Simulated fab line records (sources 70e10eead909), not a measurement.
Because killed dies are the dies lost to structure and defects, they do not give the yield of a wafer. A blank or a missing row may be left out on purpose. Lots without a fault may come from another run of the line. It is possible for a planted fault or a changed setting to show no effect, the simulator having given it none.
Which of the tools did it? || flow nand_harc || 33 wafers from 11 lots sampled at 6 of the route's 1302 steps

## WHAT THE GAUGES SHOWED, per wafer
NHARC_END_SORT_01. Usual: defect_limited_yield 91.4 %, standard deviation 2.6; killed_at_array 53, standard deviation 18; killed_at_other 0.9, standard deviation 1.3; killed_at_periphery 4, standard deviation 3.1; killed_dies 58, standard deviation 18; killed_open 3.4, standard deviation 2; killed_short 2.5, standard deviation 1.8; sort_bin_2_pct 3.1 %, standard deviation 1.2; sort_bin_3_pct 0.7 %, standard deviation 0.38; sort_bin_4_pct 4.8 %, standard deviation 1.5; sort_n_pass 619, standard deviation 18; sort_rim_yield_pct 90 %, standard deviation 4.6; sort_yield_pct 91.4 %, standard deviation 2.6.
{"lot": "L459", "measured": "day 25 00:17", "on": "prober-02", "defect_limited_yield (%)": "90.5 89.8 91.0", "killed_at_array": "58 65 55", "killed_at_other": "3 4 2", "killed_at_periphery": "3 0 4", "killed_dies": "64 69 61", "killed_open": "6 5 2", "killed_short": "6 8 4", "sort_bin_2_pct (%)": "3.1 3.7 2.8", "sort_bin_3_pct (%)": "1.3 1.0 0.6", "sort_bin_4_pct (%)": "5.0 5.5 5.6", "sort_n_pass": "613 608 616", "sort_rim_yield_pct (%)": "85 83 87", "sort_yield_pct (%)": "90.5 89.8 91.0", "flag": ""}
{"lot": "L466", "measured": "day 27 23:26", "on": "prober-02", "defect_limited_yield (%)": "94.5 93.2 94.2", "killed_at_array": "26 40 31", "killed_at_other": "4 2 4", "killed_at_periphery": "7 4 4", "killed_dies": "37 46 39", "killed_open": "1 5 2", "killed_short": "5 4 1", "sort_bin_2_pct (%)": "1.6 1.5 1.0", "sort_bin_3_pct (%)": "1.2 0.4 0.4", "sort_bin_4_pct (%)": "2.7 4.9 4.3", "sort_n_pass": "640 631 638", "sort_rim_yield_pct (%)": "92 91 91", "sort_yield_pct (%)": "94.5 93.2 94.2", "flag": ""}

## EACH LOT AND THE TOOL THAT RAN IT (in order: tool; ch and the chambers of the sampled wafers; start)
{"lot": "L459", "NHARC_P_CONTACT_ALD_22": "ald_metal-03 ch 1,3, day 6 05:28", "NHARC_P_CONTACT_CVD_23": "cvd_w-01 ch 0,1, day 6 09:08 or earlier", "NHARC_P_M0_ETCH_15": "rie_diel-04 ch 2,3, day 6 09:08 or earlier", "NHARC_P_M0_ECD_22": "ecd_cu-01 ch 0,1, day 6 09:08", "NHARC_P_M0_CMP_23": "cmp-04 ch 0,2, day 6 09:47"}
{"lot": "L460", "NHARC_P_CONTACT_ALD_22": "ald_metal-04 ch 0,2,3, day 6 08:19", "NHARC_P_CONTACT_CVD_23": "cvd_w-02 ch 0,1, day 6 12:00 or earlier", "NHARC_P_M0_ETCH_15": "rie_diel-10 ch 0,1,3, day 6 12:00 or earlier", "NHARC_P_M0_ECD_22": "ecd_cu-01 ch 0,1, day 6 12:00", "NHARC_P_M0_CMP_23": "cmp-03 ch 0,2, day 6 12:40"}
{"lot": "L461", "NHARC_P_CONTACT_ALD_22": "ald_metal-03 ch 0,1,2, day 6 19:46", "NHARC_P_CONTACT_CVD_23": "cvd_w-01 ch 0,1, day 6 23:22 or earlier", "NHARC_P_M0_ETCH_15": "rie_diel-10 ch 0,1,2, day 6 23:22 or earlier", "NHARC_P_M0_ECD_22": "ecd_cu-01 ch 0,1, day 6 23:22", "NHARC_P_M0_CMP_23": "cmp-02 ch 0,2,3, day 7 00:05"}
{"lot": "L465", "NHARC_P_CONTACT_ALD_22": "ald_metal-04 ch 0,1,3, day 8 09:52", "NHARC_P_CONTACT_CVD_23": "cvd_w-01 ch 1, day 8 13:20 or earlier", "NHARC_P_M0_ETCH_15": "rie_diel-05 ch 0,1,2, day 8 13:20 or earlier", "NHARC_P_M0_ECD_22": "ecd_cu-01 ch 0, day 8 13:20", "NHARC_P_M0_CMP_23": "cmp-03 ch 1,2,3, day 8 14:05"}
{"lot": "L466", "NHARC_P_CONTACT_ALD_22": "ald_metal-03 ch 0,1, day 9 03:44", "NHARC_P_CONTACT_CVD_23": "cvd_w-02 ch 0,1, day 9 07:16 or earlier", "NHARC_P_M0_ETCH_15": "rie_diel-10 ch 0,2,3, day 9 07:16 or earlier", "NHARC_P_M0_ECD_22": "ecd_cu-01 ch 0,1, day 9 07:16", "NHARC_P_M0_CMP_23": "cmp-04 ch 1,2,3, day 9 07:56"}
{"lot": "L467", "NHARC_P_CONTACT_ALD_22": "ald_metal-04 ch 1,2,3, day 9 09:37", "NHARC_P_CONTACT_CVD_23": "cvd_w-02 ch 0,1, day 9 13:13 or earlier", "NHARC_P_M0_ETCH_15": "rie_diel-10 ch 0,1,2, day 9 13:13 or earlier", "NHARC_P_M0_ECD_22": "ecd_cu-02 ch 0,1, day 9 13:13", "NHARC_P_M0_CMP_23": "cmp-03 ch 0,1,3, day 9 13:56"}
{"lot": "L471", "NHARC_P_CONTACT_ALD_22": "ald_metal-01 ch 1,2,3, day 11 00:44", "NHARC_P_CONTACT_CVD_23": "cvd_w-01 ch 0,1, day 11 05:07 or earlier", "NHARC_P_M0_ETCH_15": "rie_diel-04 ch 0,3, day 11 05:07 or earlier", "NHARC_P_M0_ECD_22": "ecd_cu-01 ch 0,1, day 11 05:07", "NHARC_P_M0_CMP_23": "cmp-03 ch 2,3, day 11 05:42"}
{"lot": "L472", "NHARC_P_CONTACT_ALD_22": "ald_metal-03 ch 0,3, day 11 04:44", "NHARC_P_CONTACT_CVD_23": "cvd_w-02 ch 0,1, day 11 08:23 or earlier", "NHARC_P_M0_ETCH_15": "rie_diel-04 ch 0,1,3, day 11 08:23 or earlier", "NHARC_P_M0_ECD_22": "ecd_cu-01 ch 0,1, day 11 08:23", "NHARC_P_M0_CMP_23": "cmp-02 ch 0,2,3, day 11 09:07"}
{"lot": "L478", "NHARC_P_CONTACT_ALD_22": "ald_metal-03 ch 1,2, day 13 23:34", "NHARC_P_CONTACT_CVD_23": "cvd_w-02 ch 0,1, day 14 03:11 or earlier", "NHARC_P_M0_ETCH_15": "rie_diel-05 ch 1,3, day 14 03:11 or earlier", "NHARC_P_M0_ECD_22": "ecd_cu-02 ch 0,1, day 14 03:11", "NHARC_P_M0_CMP_23": "cmp-03 ch 0,2,3, day 14 03:56"}
{"lot": "L480", "NHARC_P_CONTACT_ALD_22": "ald_metal-03 ch 0,1,2, day 14 20:08", "NHARC_P_CONTACT_CVD_23": "cvd_w-02 ch 0,1, day 14 23:56 or earlier", "NHARC_P_M0_ETCH_15": "rie_diel-10 ch 1,2,3, day 14 23:56 or earlier", "NHARC_P_M0_ECD_22": "ecd_cu-02 ch 0,1, day 14 23:56", "NHARC_P_M0_CMP_23": "cmp-04 ch 0,1,3, day 15 00:40"}
{"lot": "L482", "NHARC_P_CONTACT_ALD_22": "ald_metal-04 ch 0,1, day 15 14:54", "NHARC_P_CONTACT_CVD_23": "cvd_w-02 ch 0,1, day 15 18:31 or earlier", "NHARC_P_M0_ETCH_15": "rie_diel-10 ch 1,2, day 15 18:31 or earlier", "NHARC_P_M0_ECD_22": "ecd_cu-01 ch 0,1, day 15 18:31", "NHARC_P_M0_CMP_23": "cmp-02 ch 0,1, day 15 19:14"}
- NHARC_P_CONTACT_ALD_22: deposits TiN, target thk 3 nm, pulse time 1 s, ald cycles 150.
- NHARC_P_CONTACT_CVD_23: deposits W, target thk 200 nm, time 557 s.
- NHARC_P_M0_ETCH_15: etches the open film in C4F8/Ar, target depth 150 nm, overetch 15 nm, time 82.5 s.
- NHARC_P_M0_ECD_22: material Cu, target thk 400 nm.
- NHARC_P_M0_CMP_23: polishes, t overpolish 20 s, target thk 117.54 nm.

## WHAT THE TOOLS THEMSELVES READ (means of the sampled wafers that have a number; where no wafer has one, the mark that the record gives instead)
NHARC_P_CONTACT_ALD_22. Usual: heater_power_w 1049 W, standard deviation 69; precursor_pulse_height_rel 1.001, standard deviation 0.02.
{"lot": "L459", "tool": "ald_metal-03", "heater_power_w (W)": 1085, "precursor_pulse_height_rel": 0.999, "flag": ""}
{"lot": "L460", "tool": "ald_metal-04", "heater_power_w (W)": 1046, "precursor_pulse_height_rel": 1.026, "flag": ""}
{"lot": "L461", "tool": "ald_metal-03", "heater_power_w (W)": 1046, "precursor_pulse_height_rel": 0.997, "flag": ""}
{"lot": "L465", "tool": "ald_metal-04", "heater_power_w (W)": 1124, "precursor_pulse_height_rel": 1.014, "flag": ""}
{"lot": "L466", "tool": "ald_metal-03", "heater_power_w (W)": 1020, "precursor_pulse_height_rel": 1.022, "flag": ""}
{"lot": "L467", "tool": "ald_metal-04", "heater_power_w (W)": 1040, "precursor_pulse_height_rel": 1.000, "flag": ""}
{"lot": "L471", "tool": "ald_metal-01", "heater_power_w (W)": 1073, "precursor_pulse_height_rel": 0.989, "flag": ""}
{"lot": "L472", "tool": "ald_metal-03", "heater_power_w (W)": 1017, "precursor_pulse_height_rel": 0.999, "flag": ""}
{"lot": "L478", "tool": "ald_metal-03", "heater_power_w (W)": 1026, "precursor_pulse_height_rel": 0.999, "flag": ""}
{"lot": "L480", "tool": "ald_metal-03", "heater_power_w (W)": 1018, "precursor_pulse_height_rel": 0.990, "flag": ""}
{"lot": "L482", "tool": "ald_metal-04", "heater_power_w (W)": 1141, "precursor_pulse_height_rel": 1.015, "flag": ""}

NHARC_P_CONTACT_CVD_23. Usual: heater_power_w 483 W, standard deviation 9.1; mfc_wf6_sccm 40.01 sccm, standard deviation 0.13; throttle_valve_pct 8.24 %, standard deviation 0.26.
{"lot": "L459", "tool": "cvd_w-01", "heater_power_w (W)": 486, "mfc_wf6_sccm (sccm)": 40.14, "throttle_valve_pct (%)": 7.95, "flag": ""}
{"lot": "L460", "tool": "cvd_w-02", "heater_power_w (W)": 483, "mfc_wf6_sccm (sccm)": 40.04, "throttle_valve_pct (%)": 8.25, "flag": ""}
{"lot": "L461", "tool": "cvd_w-01", "heater_power_w (W)": 486, "mfc_wf6_sccm (sccm)": 39.77, "throttle_valve_pct (%)": 8.06, "flag": ""}
{"lot": "L465", "tool": "cvd_w-01", "heater_power_w (W)": 484, "mfc_wf6_sccm (sccm)": 40.02, "throttle_valve_pct (%)": 7.97, "flag": ""}
{"lot": "L466", "tool": "cvd_w-02", "heater_power_w (W)": 489, "mfc_wf6_sccm (sccm)": 40.06, "throttle_valve_pct (%)": 8.40, "flag": ""}
{"lot": "L467", "tool": "cvd_w-02", "heater_power_w (W)": 481, "mfc_wf6_sccm (sccm)": 39.88, "throttle_valve_pct (%)": 8.44, "flag": ""}
{"lot": "L471", "tool": "cvd_w-01", "heater_power_w (W)": 479, "mfc_wf6_sccm (sccm)": 39.81, "throttle_valve_pct (%)": 7.90, "flag": ""}
{"lot": "L472", "tool": "cvd_w-02", "heater_power_w (W)": 491, "mfc_wf6_sccm (sccm)": 39.99, "throttle_valve_pct (%)": 8.48, "flag": ""}
{"lot": "L478", "tool": "cvd_w-02", "heater_power_w (W)": 484, "mfc_wf6_sccm (sccm)": 39.99, "throttle_valve_pct (%)": 8.38, "flag": ""}
{"lot": "L480", "tool": "cvd_w-02", "heater_power_w (W)": 485, "mfc_wf6_sccm (sccm)": 40.04, "throttle_valve_pct (%)": 8.36, "flag": ""}
{"lot": "L482", "tool": "cvd_w-02", "heater_power_w (W)": 482, "mfc_wf6_sccm (sccm)": 39.90, "throttle_valve_pct (%)": 8.39, "flag": ""}

NHARC_P_M0_ETCH_15. Usual: bias_w 300.1 W, standard deviation 0.84; oes_product_au 0.958 a.u., standard deviation 0.02; rf_vpp_V 440.6 V, standard deviation 2.3.
{"lot": "L459", "tool": "rie_diel-04", "bias_w (W)": 300.5, "oes_product_au (a.u.)": 0.965, "rf_vpp_V (V)": 440.1, "flag": ""}
{"lot": "L460", "tool": "rie_diel-10", "bias_w (W)": 300.1, "oes_product_au (a.u.)": 0.966, "rf_vpp_V (V)": 440.6, "flag": ""}
{"lot": "L461", "tool": "rie_diel-10", "bias_w (W)": 300.2, "oes_product_au (a.u.)": 0.969, "rf_vpp_V (V)": 441.0, "flag": ""}
{"lot": "L465", "tool": "rie_diel-05", "bias_w (W)": 300.3, "oes_product_au (a.u.)": 0.970, "rf_vpp_V (V)": 441.9, "flag": ""}
{"lot": "L466", "tool": "rie_diel-10", "bias_w (W)": 299.8, "oes_product_au (a.u.)": 0.925, "rf_vpp_V (V)": 443.1, "flag": ""}
{"lot": "L467", "tool": "rie_diel-10", "bias_w (W)": 299.6, "oes_product_au (a.u.)": 0.972, "rf_vpp_V (V)": 442.1, "flag": ""}
{"lot": "L471", "tool": "rie_diel-04", "bias_w (W)": 299.7, "oes_product_au (a.u.)": 0.964, "rf_vpp_V (V)": 440.3, "flag": ""}
{"lot": "L472", "tool": "rie_diel-04", "bias_w (W)": 299.4, "oes_product_au (a.u.)": 0.962, "rf_vpp_V (V)": 441.5, "flag": ""}
{"lot": "L478", "tool": "rie_diel-05", "bias_w (W)": 300.8, "oes_product_au (a.u.)": 0.944, "rf_vpp_V (V)": 440.0, "flag": ""}
{"lot": "L480", "tool": "rie_diel-10", "bias_w (W)": 299.6, "oes_product_au (a.u.)": 0.949, "rf_vpp_V (V)": 440.0, "flag": ""}
{"lot": "L482", "tool": "rie_diel-10", "bias_w (W)": 300.9, "oes_product_au (a.u.)": 0.955, "rf_vpp_V (V)": 438.0, "flag": ""}

NHARC_P_M0_CMP_23. Usual: motor_current_A 11.4 A, standard deviation 1.2; retaining_ring_pressure_frac 1.000, standard deviation 0.0049; time_to_endpoint_s 28.8 s, standard deviation 2.1.
{"lot": "L459", "tool": "cmp-04", "motor_current_A (A)": 11.9, "retaining_ring_pressure_frac": 1.006, "time_to_endpoint_s (s)": 27.1, "flag": ""}
{"lot": "L460", "tool": "cmp-03", "motor_current_A (A)": 11.9, "retaining_ring_pressure_frac": 1.003, "time_to_endpoint_s (s)": 27.7, "flag": ""}
{"lot": "L461", "tool": "cmp-02", "motor_current_A (A)": 11.8, "retaining_ring_pressure_frac": 0.995, "time_to_endpoint_s (s)": 26.3, "flag": ""}
{"lot": "L465", "tool": "cmp-03", "motor_current_A (A)": 11.1, "retaining_ring_pressure_frac": 1.002, "time_to_endpoint_s (s)": 33.2, "flag": ""}
{"lot": "L466", "tool": "cmp-04", "motor_current_A (A)": 10.6, "retaining_ring_pressure_frac": 1.000, "time_to_endpoint_s (s)": 29.0, "flag": ""}
{"lot": "L467", "tool": "cmp-03", "motor_current_A (A)": 10.9, "retaining_ring_pressure_frac": 1.003, "time_to_endpoint_s (s)": 25.8, "flag": ""}
{"lot": "L471", "tool": "cmp-03", "motor_current_A (A)": 12.4, "retaining_ring_pressure_frac": 1.000, "time_to_endpoint_s (s)": 26.3, "flag": ""}
{"lot": "L472", "tool": "cmp-02", "motor_current_A (A)": 12.0, "retaining_ring_pressure_frac": 1.000, "time_to_endpoint_s (s)": 25.1, "flag": ""}
{"lot": "L478", "tool": "cmp-03", "motor_current_A (A)": 11.7, "retaining_ring_pressure_frac": 0.999, "time_to_endpoint_s (s)": 31.2, "flag": ""}
{"lot": "L480", "tool": "cmp-04", "motor_current_A (A)": 11.4, "retaining_ring_pressure_frac": 0.995, "time_to_endpoint_s (s)": 30.5, "flag": ""}
{"lot": "L482", "tool": "cmp-02", "motor_current_A (A)": 10.8, "retaining_ring_pressure_frac": 1.005, "time_to_endpoint_s (s)": 29.2, "flag": ""}

## THE ANSWER, worked out from the rows above alone
Rule: take the mean of a lot's wafers that have a number; if it is more than 3 standard deviations from the usual mean, the lot is off. A lot without any number at a reading at which 4 lots or more have one is off too. Any other lot the step has rows for is counted as sound. The gauges are gone through in route order, then the tools' own readings, and for those a lot's mean is taken as printed above. The first step at which some lot is off is used, and at that step the reading that is off furthest; a lot without a number counts as furthest.
No lot is off on any of the readings shown, so nothing can be concluded from this.

## WHAT WAS PUT IN BY THE SIMULATOR
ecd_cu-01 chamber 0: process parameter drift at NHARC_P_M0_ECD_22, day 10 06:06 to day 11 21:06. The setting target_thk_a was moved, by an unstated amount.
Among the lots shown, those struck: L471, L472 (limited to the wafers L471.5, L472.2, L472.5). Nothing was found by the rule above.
